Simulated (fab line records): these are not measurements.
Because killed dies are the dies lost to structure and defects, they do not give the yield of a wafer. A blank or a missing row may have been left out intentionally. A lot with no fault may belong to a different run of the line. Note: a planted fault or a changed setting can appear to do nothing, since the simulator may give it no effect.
fab line records    flow n5Finfet
record: lots: 6  wafers: 18  lastDay: 16
route steps=1938 shown BEOL_M11@1587 PASSIVATION@1936
lots untouched by any fault: they come from a run of this same line in which no faults occurred
startH: hours from the record's opening day to when the first of the lot's shown wafers began    waitH: hours elapsed since this lot's preceding step    " identical to the entry in the row above    L1.1+2: one row covering several wafers at once    - value missing, or start not given    * or withheld: withheld    < > ~ a bound
route shown NAME@n: names a module that has steps shown in the file, with the first one's number in the route    usual: mean/standard deviation taken from wafers without a fault    same: alike in all rows    chamber/n: place in a boat    sites: each site's reading    _std_site: how widely they spread, as a standard deviation    _edge_site: inner sites' mean taken away from outer sites' mean    radiusMm: how far each site lies from the wafer's centre    mask NAME#n: copy n    behind: tool/chamber where the wafer was last shaped    hold: what put the lot on hold/how long, in hours/how the hold closed    device: whichever transistor did not switch (one of n, p or np)    end of line: at the end of the route, the tests of the same wafers    a step with no rows: only its recipe    killed: the dies lost at the first sort to structure and to defects; this is not the yield of the wafer    map: a wafer's dies, marking killed ones x, the rest . and places with no die _
set.NAME: setting as actually run; set.NAME@STEP: the setting as run at that earlier step    model.NAME: the simulator's own value behind a step, which no gauge read
lots at selected steps of the route; one table per step, one row per wafer
services: a tool's chamber out of use, with start hour (startH, from the record's first day; less than 0 if before it), hours out, and reason
== steps ==
step: N5_BEOL_M11_CURE_72
recipe: tempC: 370  timeS: 120  ambient: DMADMS/He  material: SiCOH_lowk
step: N5_BEOL_M11_DEGAS_44
recipe: ambient: vacuum  tempC: 250  timeS: 60
usual: heaterPowerW: 338/35
lot.wafer  tool           chamber  startH  waitH  heaterPowerW
L604.2     pvdSputter-02  -        233.05  1.4    392
L604.4     "              -        "       "      320
L604.6     "              -        "       "      357
L607.2     pvdSputter-01  -        262.33  1.9    370
L607.4     "              -        "       "      286
L607.5     "              -        "       "      326
L615.1     pvdSputter-01  -        312.84  0.4    363
L615.4     "              -        "       "      292
L615.6     "              -        "       "      284
L618.1     pvdSputter-02  -        318.86  0.4    385
L618.2     "              -        "       "      367
L618.3     "              -        "       "      303
L616.1     pvdSputter-03  -        321.07  0.5    290
L616.4     "              -        "       "      310
L616.5     "              -        "       "      315
L620.2     pvdSputter-02  -        347.20  0.5    324
L620.3     "              -        "       "      363
L620.6     "              -        "       "      301
step: N5_BEOL_M11_PRE_CLEAN_45
recipe: gas: H2/He  timeS: 30  tempC: 250
step: N5_BEOL_M11_ALD_74
recipe: material: TaN  targetThkA: 20  tempC: 275  aldPrecursorFamily: PDMAT  aldCoReactant: NH3  pressureTorr: 3  carrierFlowSccm: 1500  pulseTimeS: 2  purgeTimeS: 3  coReactantPurgeTimeS: 2  coReactantPulseTimeS: 3  aldCycles: 40  precursorVesselTempC: 75  precursorVesselPressureTorr: 26.25  precursorVesselCarrierSccm: 1000
step: N5_BEOL_M11_SURFACE_TREAT_76
recipe: gas: Ar  timeS: *  ionEnergyEv: *  ionCurrentMaCm2: 0.5  pressureMtorr: *  arFlowSccm: 30
usual: throttleValvePct: *
lot.wafer  tool           chamber  startH  waitH  throttleValvePct
L604.2     pvdSputter-02  -        233.49  0.2    *
L604.4     "              -        "       "      *
L604.6     "              -        "       "      *
L607.2     pvdSputter-01  -        262.97  0.2    *
L607.4     "              -        "       "      *
L607.5     "              -        "       "      *
L615.1     pvdSputter-01  -        313.25  0.2    *
L615.4     "              -        "       "      *
L615.6     "              -        "       "      *
L618.1     pvdSputter-01  -        319.25  0.2    *
L618.2     "              -        "       "      *
L618.3     "              -        "       "      *
L616.1     pvdSputter-03  -        323.11  1.6    *
L616.4     "              -        "       "      *
L616.5     "              -        "       "      *
L620.2     pvdSputter-02  -        347.80  0.4    *
L620.3     "              -        "       "      *
L620.6     "              -        "       "      *
step: N5_BEOL_M11_CVD_75
recipe: material: Co  targetThkA: 20  tempC: withheld  precursor: CCTBA/H2  pressureTorr: 30  timeS: 138.9
step: N5_BEOL_M11_SPUTTER_48
recipe: material: Cu  targetThkA: 120  tempC: -20  biasV: 60  powerW: 26000  chamberPressurePa: 0.13  timeS: 2
usual: cathodeDcPowerW: 26000/4.8  substrateTempC: -20.00/0.11  throttleValvePct: 29.9/1.4
lot.wafer  tool           chamber  startH  waitH  cathodeDcPowerW  substrateTempC  throttleValvePct
L604.2     pvdSputter-02  -        233.71  0.1    25997            -20.03          27.8
L604.4     "              -        "       "      25991            -20.20          29.8
L604.6     "              -        "       "      25997            -19.92          27.9
L607.2     pvdSputter-01  -        263.33  0.2    26000            -19.95          28.4
L607.4     "              -        "       "      26006            -20.02          31.2
L607.5     "              -        "       "      25996            -20.04          30.3
L615.1     pvdSputter-03  -        313.45  0.1    26001            -19.92          27.8
L615.4     "              -        "       "      26007            -20.03          32.2
L615.6     "              -        "       "      25995            -19.87          27.7
L618.1     pvdSputter-03  -        319.51  0.1    25997            -19.97          29.9
L618.2     "              -        "       "      26004            -19.97          31.6
L618.3     "              -        "       "      25995            -20.00          27.8
L616.1     pvdSputter-03  -        323.37  0.2    25999            -20.00          32.5
L616.4     "              -        "       "      25992            -20.02          31.5
L616.5     "              -        "       "      25997            -20.15          32.2
L620.2     pvdSputter-03  -        348.05  0.1    25996            -20.01          31.4
L620.3     "              -        "       "      26000            -19.85          32.3
L620.6     "              -        "       "      26002            -20.04          27.8
step: N5_BEOL_M11_ECD_50
recipe: material: Cu  targetThkA: 3180
step: N5_BEOL_M11_ANNEAL_51
recipe: tempC: 225  timeS: 90  ambient: N2
usual: wafer_temp_C_max: 225.92/0.22
lot.wafer  tool          chamber  startH  waitH  wafer_temp_C_max
L604.2     rtpAnneal-01  0        234.00  0.1    225.68
L604.4     "             0        "       "      225.92
L604.6     "             0        "       "      225.64
L607.2     rtpAnneal-01  0        263.65  0.2    226.05
L607.4     "             0        "       "      225.79
L607.5     "             0        "       "      226.39
L615.1     rtpAnneal-02  0        313.68  0.1    226.02
L615.4     "             0        "       "      225.78
L615.6     "             0        "       "      225.77
L618.1     rtpAnneal-02  0        320.01  0.4    226.01
L618.2     "             0        "       "      225.92
L618.3     "             0        "       "      226.05
L616.1     rtpAnneal-02  0        323.60  0.1    226.19
L616.4     "             0        "       "      225.61
L616.5     "             0        "       "      226.02
L620.2     rtpAnneal-01  0        348.92  0.7    226.07
L620.3     "             0        "       "      225.72
L620.6     "             0        "       "      225.76
step: N5_BEOL_M11_CMP_52
recipe: stopOn: SiCOH_lowk  tOverpolishS: 7  downForcePsi: 1  platenRpm: 50  clearingPlatenDownForcePsi: 1.5  clearingPlatenRpm: 50  postCmpClean: cuAlkaline  targetThkNm: 140  clearingPlatenPadVelocityMS: 0.99484  padVelocityMS: 0.99484
usual: barrierFieldEndpointS: 28.8/0.52  clearingPlatenDownForcePsi: 1.500/0.0031  motorCurrentA: 6.3/0.74  overpolishRunS: 7.000/0.0092  platenRpm: 50.00/0.036  retainingRingPressureFrac: 1.000/0.0048  timeToEndpointS: 65.9/2.4
lot.wafer  tool    chamber  startH  waitH  barrierFieldEndpointS  clearingPlatenDownForcePsi  motorCurrentA  overpolishRunS  platenRpm  retainingRingPressureFrac  timeToEndpointS
L604.2     cmp-04  2        234.26  0.2    29.0                   1.496                       7.0            7.004           49.97      1.001                      66.9
L604.4     "       1        "       "      28.8                   1.499                       7.7            7.020           49.97      1.000                      66.0
L604.6     "       2        "       "      29.4                   1.495                       7.4            7.008           50.07      1.002                      67.4
L607.2     cmp-04  2        264.18  0.4    28.8                   1.499                       6.8            6.998           50.00      1.011                      71.3
L607.4     "       0        "       "      28.5                   1.498                       5.8            7.006           49.99      0.999                      66.8
L607.5     "       2        "       "      29.3                   1.501                       7.2            7.024           50.01      1.001                      66.5
L615.4     cmp-04  0        314.02  0.2    28.2                   1.494                       6.2            6.999           49.90      1.000                      65.0
L615.1     "       2        "       "      29.6                   1.499                       6.8            6.996           50.06      0.998                      67.5
L615.6     "       0        "       "      29.1                   1.500                       5.9            6.991           49.96      0.997                      68.0
L618.1     cmp-01  1        320.35  0.3    29.0                   1.499                       5.6            7.002           50.03      0.983                      64.8
L618.3     "       2        "       "      29.1                   1.496                       5.0            7.004           50.01      0.996                      63.7
L618.2     "       3        "       "      28.5                   1.500                       5.8            6.994           49.98      1.001                      66.1
L616.1     cmp-04  1        323.90  0.3    28.2                   1.503                       7.8            7.009           49.98      1.004                      63.7
L616.4     "       3        "       "      29.2                   1.497                       6.0            6.993           50.07      1.001                      65.4
L616.5     "       1        "       "      29.5                   1.503                       7.6            7.000           50.02      1.004                      67.8
L620.2     cmp-01  2        349.19  0.2    28.2                   1.502                       5.0            7.011           50.02      0.993                      64.6
L620.3     "       1        "       "      28.2                   1.501                       6.1            6.996           50.04      0.999                      65.7
L620.6     "       3        "       "      29.2                   1.500                       5.8            6.980           50.04      0.997                      67.4
step: N5_BEOL_M11_THK_MEAS_53
recipe: thkMeasGauge: xrf  reads: Cu_of_BEOL_M11_ECD_50
usual: M11_THK: 137.7/2.6
lot.wafer  tool          chamber  startH  waitH  M11_THK[nm]
L604.2     filmMetro-02  -        234.56  -      141.0
L604.4     "             -        "       "      139.2
L604.6     "             -        "       "      138.3
L607.2     filmMetro-02  -        264.43  -      136.4
L607.4     "             -        "       "      134.8
L607.5     "             -        "       "      137.3
L615.1     filmMetro-02  -        314.32  -      136.7
L615.4     "             -        "       "      139.3
L615.6     "             -        "       "      139.1
L618.1     filmMetro-02  -        320.60  -      139.7
L618.2     "             -        "       "      136.8
L618.3     "             -        "       "      135.3
L616.1     filmMetro-01  -        324.19  -      139.1
L616.4     "             -        "       "      134.1
L616.5     "             -        "       "      135.4
L620.2     filmMetro-02  -        349.48  -      137.1
L620.3     "             -        "       "      139.6
L620.6     "             -        "       "      138.2
step: N5_BEOL_M11_PRE_CLEAN_55
recipe: gas: NH3  timeS: 15  tempC: withheld  rfPowerW: 300
step: N5_BEOL_M11_DEP_56
recipe: material: SiCN  targetThkA: 300  tempC: withheld  precursor: 3MS/NH3  pressureTorr: 3  rfW: 675  timeS: 10.5
usual: rfFwdPowerW: 666.0/2.5  showerheadPlenumPTorr: 4.168/0.019  throttleValvePct: 18.0/0.68
lot.wafer  tool      chamber  startH  waitH  rfFwdPowerW  showerheadPlenumPTorr  throttleValvePct
L604.2     pecvd-04  1        234.62  0.0    669.1        4.167                  17.4
L604.4     "         1        "       "      668.8        4.174                  17.8
L604.6     "         0        "       "      670.9        4.151                  18.7
L607.2     pecvd-04  1        264.50  0.0    665.2        4.176                  17.7
L607.4     "         0        "       "      671.3        4.150                  18.9
L607.5     "         2        "       "      665.4        4.162                  17.1
L615.1     pecvd-04  1        314.38  0.0    665.0        4.170                  17.8
L615.4     "         2        "       "      665.1        4.163                  17.1
L615.6     "         0        "       "      669.5        4.153                  19.0
L615.1     pecvd-04  1        314.58  0.2    663.6        4.180                  17.6
L615.4     "         2        "       "      667.4        4.167                  17.7
L615.6     "         0        "       "      671.7        4.151                  18.8
L618.1     pecvd-03  0        320.67  0.0    668.6        4.198                  17.8
L618.2     "         1        "       "      666.7        4.194                  18.3
L618.3     "         2        "       "      664.6        4.146                  17.5
L618.1     pecvd-03  0        320.89  0.2    669.5        4.203                  17.8
L618.2     "         1        "       "      663.8        4.194                  18.6
L618.3     "         2        "       "      665.9        4.156                  17.8
L616.1     pecvd-03  1        324.25  0.0    669.5        4.197                  18.5
L616.4     "         1        "       "      669.0        4.184                  18.6
L616.5     "         2        "       "      663.9        4.151                  17.5
L620.2     pecvd-04  0        349.54  0.0    667.0        4.149                  18.6
L620.3     "         1        "       "      663.3        4.174                  17.7
L620.6     "         2        "       "      663.7        4.188                  17.5
step: N5_BEOL_M11_RS_MEAS_57
recipe: thkMeasGauge: four-point-probe  reads: Cu_of_BEOL_M11_ECD_50+Co_of_BEOL_M11_CVD_75+TaN_of_BEOL_M11_ALD_74
usual: M11_RS: 0.1496/0.003
lot.wafer  tool          chamber  startH  waitH  M11_RS[ohm/sq]
L604.2     filmMetro-02  -        234.68  0.0    0.1455
L604.4     "             -        "       "      0.1474
L604.6     "             -        "       "      0.1482
L607.2     filmMetro-02  -        264.56  0.0    0.1511
L607.4     "             -        "       "      0.1534
L607.5     "             -        "       "      0.1503
L615.1     filmMetro-01  -        314.64  0.0    0.1494
L615.4     "             -        "       "      0.1463
L615.6     "             -        "       "      0.1474
L618.1     filmMetro-02  -        320.96  0.1    0.1485
L618.2     "             -        "       "      0.1518
L618.3     "             -        "       "      0.1535
L616.1     filmMetro-02  -        324.32  0.0    0.1482
L616.4     "             -        "       "      0.1549
L616.5     "             -        "       "      0.1533
L620.2     filmMetro-02  -        349.61  0.0    0.1498
L620.3     "             -        "       "      0.1468
L620.6     "             -        "       "      0.1477
step: N5_PASSIVATION_PROBE_49
usual: defectLimitedYield: 91.1/1.3  killed_at_M0_to_M3: 36/10  killed_at_M4_up: 14/4.4  killedAtContacts: 14/5.7  killedAtFrontEnd: 39/9.4  killedAtOther: 2.9/2.6  killedDies: 105/15  killedOpen: 70/12  killedShort: 34/7.1  sort_bin_5_function: 5.3/0.77  sort_bin_6_memory: 3.3/0.66  sort_bin_8_speed: 0.00/0.007  sortNPass: 1075/15  sortYieldPct: 91.1/1.3
same: grossDies: 1180  killedAtBackSide: 0  sort_bin_4_leakage[%]: 0
lot.wafer  tool       chamber  startH  waitH  defectLimitedYield[%]  killed_at_M0_to_M3  killed_at_M4_up  killedAtContacts  killedAtFrontEnd  killedAtOther  killedDies  killedOpen  killedShort  sort_bin_5_function[%]  sort_bin_6_memory[%]  sort_bin_8_speed[%]  sortNPass  sortYieldPct[%]
L604.2     prober-02  -        278.78  0.1    90.7                   39                  11               11                47                2              110         77          33           5.5                     3.6                   0                    1070       90.7
L604.4     prober-02  -        278.88  0.2    90.6                   45                  12               6                 41                7              111         75          35           5.8                     3.4                   0                    1069       90.6
L604.6     prober-02  -        278.98  0.3    92.0                   31                  7                12                42                2              94          60          34           4.7                     3.1                   0                    1086       92.0
L607.2     prober-02  -        303.62  0.1    89.5                   45                  21               18                34                6              124         86          37           5.9                     4.4                   0                    1056       89.5
L607.4     prober-02  -        303.72  0.2    91.4                   29                  13               24                31                4              101         67          32           5.0                     3.3                   0                    1079       91.4
L607.5     prober-02  -        303.77  0.2    90.7                   41                  14               24                31                0              110         74          35           5.0                     4.0                   0                    1070       90.7
L615.1     prober-01  -        360.02  0.0    89.1                   34                  23               22                45                5              129         99          28           5.7                     4.7                   0                    1051       89.1
L615.4     prober-01  -        360.17  0.2    90.2                   44                  14               11                42                5              116         75          41           5.9                     3.5                   0                    1064       90.2
L615.6     prober-01  -        360.27  0.3    90.3                   37                  12               10                55                0              114         81          31           5.2                     4.3                   0                    1066       90.3
L616.1     prober-02  -        361.79  0.0    94.7                   18                  11               6                 27                1              63          43          20           3.6                     1.6                   0                    1117       94.7
L616.4     prober-02  -        361.94  0.2    91.3                   44                  12               12                32                3              103         72          29           5.0                     3.6                   0                    1077       91.3
L616.5     prober-02  -        361.99  0.2    92.5                   31                  12               6                 37                3              89          48          41           4.2                     3.1                   0                    1091       92.5
L618.1     prober-02  -        362.75  0.0    92.4                   25                  16               15                33                1              90          64          24           4.9                     2.5                   0                    1090       92.4
L618.2     prober-02  -        362.80  0.1    91.1                   29                  13               15                46                2              105         65          38           5.4                     3.1                   0                    1075       91.1
L618.3     prober-02  -        362.85  0.1    90.8                   27                  9                10                59                3              108         74          30           4.9                     3.6                   0                    1072       90.8
L620.2     prober-02  -        389.55  0.1    88.6                   72                  15               4                 43                1              135         83          50           6.8                     4.1                   0                    1045       88.6
L620.3     prober-02  -        389.60  0.1    88.3                   50                  20               13                53                2              138         87          43           5.9                     4.7                   0                    1042       88.3
L620.6     prober-02  -        389.75  0.3    89.6                   35                  24               22                42                0              123         83          40           6.4                     3.9                   0.08                 1056       89.5
killed by level:class
L604.2 FIN_SAQP:geometricParticle:open=13 FIN_SAQP:geometricParticle:short=9 MOL_CONTACT_COAG:geometricParticle:open=9 BEOL_M0_SAQP:geometricParticle:open=9 BEOL_M2:geometricParticle:open=8 DUMMY_GATE:geometricParticle:open=7 BEOL_M3:geometricParticle:open=6 BEOL_M4:geometricParticle:open=6
L604.4 BEOL_M2:geometricParticle:open=12 BEOL_M0_SAQP:geometricParticle:open=9 FIN_SAQP:geometricParticle:open=6 DUMMY_GATE:geometricParticle:open=6 ILD0:geometricParticle:open=6 BEOL_M0_SAQP:geometricParticle:short=6 BEOL_M3:geometricParticle:open=6 MOL_CONTACT_COAG:geometricParticle:open=5
L604.6 MOL_CONTACT_COAG:geometricParticle:open=12 FIN_SAQP:geometricParticle:open=8 BEOL_M0_SAQP:geometricParticle:open=7 DUMMY_GATE:geometricParticle:open=5 BEOL_M3:geometricParticle:short=5 BEOL_M3:geometricParticle:open=5 FIN_SAQP:geometricParticle:short=4 DUMMY_GATE:geometricParticle:short=4
L607.2 MOL_CONTACT_COAG:geometricParticle:open=15 BEOL_M0_SAQP:geometricParticle:open=15 BEOL_M0_SAQP:geometricParticle:short=14 BEOL_M4:geometricParticle:open=13 STI_FIN_REVEAL:geometricParticle:open=11 FIN_SAQP:geometricParticle:short=6 FIN_SAQP:geometricParticle:open=4 BEOL_M1:geometricParticle:open=4
L607.4 MOL_CONTACT_COAG:geometricParticle:open=22 FIN_SAQP:geometricParticle:short=10 BEOL_M0_SAQP:geometricParticle:open=8 BEOL_M3:geometricParticle:open=8 FIN_SAQP:geometricParticle:open=6 STI_FIN_REVEAL:geometricParticle:open=5 BEOL_M0_SAQP:geometricParticle:short=4 BEOL_M1:geometricParticle:open=4
L607.5 MOL_CONTACT_COAG:geometricParticle:open=18 BEOL_M0_SAQP:geometricParticle:open=13 BEOL_M0_SAQP:geometricParticle:short=13 FIN_SAQP:geometricParticle:short=7 FIN_SAQP:geometricParticle:open=6 STI_FIN_REVEAL:geometricParticle:open=6 MOL_CONTACT_COAG:geometricParticle:short=6 BEOL_M0:geometricParticle:open=5
L615.1 STI_FIN_REVEAL:geometricParticle:open=19 MOL_CONTACT_COAG:geometricParticle:open=19 BEOL_M0_SAQP:geometricParticle:open=17 BEOL_M4:geometricParticle:open=12 FIN_SAQP:geometricParticle:open=9 BEOL_M1:geometricParticle:open=6 STI_FIN_REVEAL:geometricParticle:short=5 BEOL_M0_SAQP:geometricParticle:short=5
L615.4 BEOL_M0_SAQP:geometricParticle:open=18 BEOL_M0_SAQP:geometricParticle:short=15 STI_FIN_REVEAL:geometricParticle:open=9 MOL_CONTACT_COAG:geometricParticle:open=7 FIN_SAQP:geometricParticle:open=6 BEOL_M1:geometricParticle:open=6 FIN_SAQP:geometricParticle:short=5 DUMMY_GATE:geometricParticle:open=5
L615.6 STI_FIN_REVEAL:geometricParticle:open=22 BEOL_M0_SAQP:geometricParticle:open=18 BEOL_M0_SAQP:geometricParticle:short=10 FIN_SAQP:geometricParticle:open=8 MOL_CONTACT_COAG:geometricParticle:open=8 GATE_CUT:geometricParticle:short=6 BEOL_M8:geometricParticle:open=6 STI_FIN_REVEAL:geometricParticle:short=4
L616.1 FIN_SAQP:geometricParticle:open=6 STI_FIN_REVEAL:geometricParticle:open=6 BEOL_M0_SAQP:geometricParticle:short=5 BEOL_M0_SAQP:geometricParticle:open=5 BEOL_M3:geometricParticle:open=4 BEOL_M4:geometricParticle:open=4 FIN_CUT:geometricParticle:open=3 ILD0:geometricParticle:short=3
L616.4 BEOL_M0_SAQP:geometricParticle:open=12 MOL_CONTACT_COAG:geometricParticle:open=11 BEOL_M3:geometricParticle:open=11 FIN_SAQP:geometricParticle:open=10 BEOL_M0_SAQP:geometricParticle:short=9 FIN_SAQP:geometricParticle:short=6 BEOL_M4:geometricParticle:open=6 BEOL_M2:geometricParticle:open=6
L616.5 FIN_SAQP:geometricParticle:short=17 BEOL_M0_SAQP:geometricParticle:short=10 BEOL_M0_SAQP:geometricParticle:open=10 FIN_SAQP:geometricParticle:open=7 MOL_CONTACT_COAG:geometricParticle:open=5 BEOL_M1:geometricParticle:open=5 BEOL_M4:geometricParticle:open=3 BEOL_M4:geometricParticle:short=3
L618.1 MOL_CONTACT_COAG:geometricParticle:open=14 BEOL_M3:geometricParticle:open=9 BEOL_M5:geometricParticle:open=7 FIN_SAQP:geometricParticle:open=6 FIN_SAQP:geometricParticle:short=6 STI_FIN_REVEAL:geometricParticle:open=6 STARTING-WAFER:geometricParticle:open=5 GATE_CUT:geometricParticle:short=4
L618.2 MOL_CONTACT_COAG:geometricParticle:open=13 FIN_SAQP:geometricParticle:short=11 FIN_SAQP:geometricParticle:open=8 BEOL_M3:geometricParticle:open=8 BEOL_M0:geometricParticle:open=6 STI_FIN_REVEAL:geometricParticle:open=5 GATE_CUT:geometricParticle:short=5 BEOL_M3:geometricParticle:short=4
L618.3 STI_FIN_REVEAL:geometricParticle:open=14 FIN_SAQP:geometricParticle:open=12 GATE_CUT:geometricParticle:short=10 MOL_CONTACT_COAG:geometricParticle:open=10 STARTING-WAFER:geometricParticle:open=7 BEOL_M0:geometricParticle:open=5 FIN_SAQP:geometricParticle:short=4 BEOL_M0_SAQP:geometricParticle:short=4
L620.2 BEOL_M3:geometricParticle:open=20 BEOL_M0_SAQP:geometricParticle:short=13 BEOL_M0_SAQP:geometricParticle:open=11 FIN_SAQP:geometricParticle:short=10 BEOL_M1:geometricParticle:open=10 STI_FIN_REVEAL:geometricParticle:open=9 FIN_SAQP:geometricParticle:open=7 BEOL_M4:geometricParticle:open=7
L620.3 STI_FIN_REVEAL:geometricParticle:open=15 BEOL_M3:geometricParticle:open=15 BEOL_M4:geometricParticle:open=12 MOL_CONTACT_COAG:geometricParticle:open=11 FIN_SAQP:geometricParticle:short=10 BEOL_M3:geometricParticle:short=7 BEOL_M0_SAQP:geometricParticle:short=6 BEOL_M2:geometricParticle:open=5
L620.6 MOL_CONTACT_COAG:geometricParticle:open=16 BEOL_M4:geometricParticle:open=13 STI_FIN_REVEAL:geometricParticle:open=9 FIN_SAQP:geometricParticle:open=8 MOL_CONTACT_COAG:geometricParticle:short=6 BEOL_M0_SAQP:geometricParticle:open=6 BEOL_M0:geometricParticle:open=6 BEOL_M2:geometricParticle:open=5
== services ==
tool           chamber  startH  hours  kind
pecvd-04       1        226.33  5.5    scheduledDown
cmp-04         -        265.89  4.0    pm
pecvd-03       0        267.79  5.5    scheduledDown
cmp-04         -        269.89  -      consumableReplace:conditioner
cmp-04         -        269.89  -      consumableReplace:pad
cmp-04         -        288.90  1.0    repair
pecvd-04       -        304.29  2.8    pm
cmp-01         -        304.58  3.6    pm
cmp-01         -        308.18  7.7    pm
pecvd-04       2        309.11  4.2    repair
pecvd-03       0        343.85  2.1    scheduledDown
pvdSputter-01  -        347.55  1.5    repair
== key ==
firstSign: step: N5_BEOL_M11_DEP_56  reading: visit  direction: added
effect none on later readings
metAt N5_BEOL_M11_DEP_56
struckWafers L615.1,L615.4,L615.6,L618.1,L618.2,L618.3
fault: kind: repeatedStepWhole  tool: pecvd-01,pecvd-03,pecvd-04  chamber: -  onsetH: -  steps: N5_BEOL_M11_DEP_56  times: 1  scope: struckLotsOnly
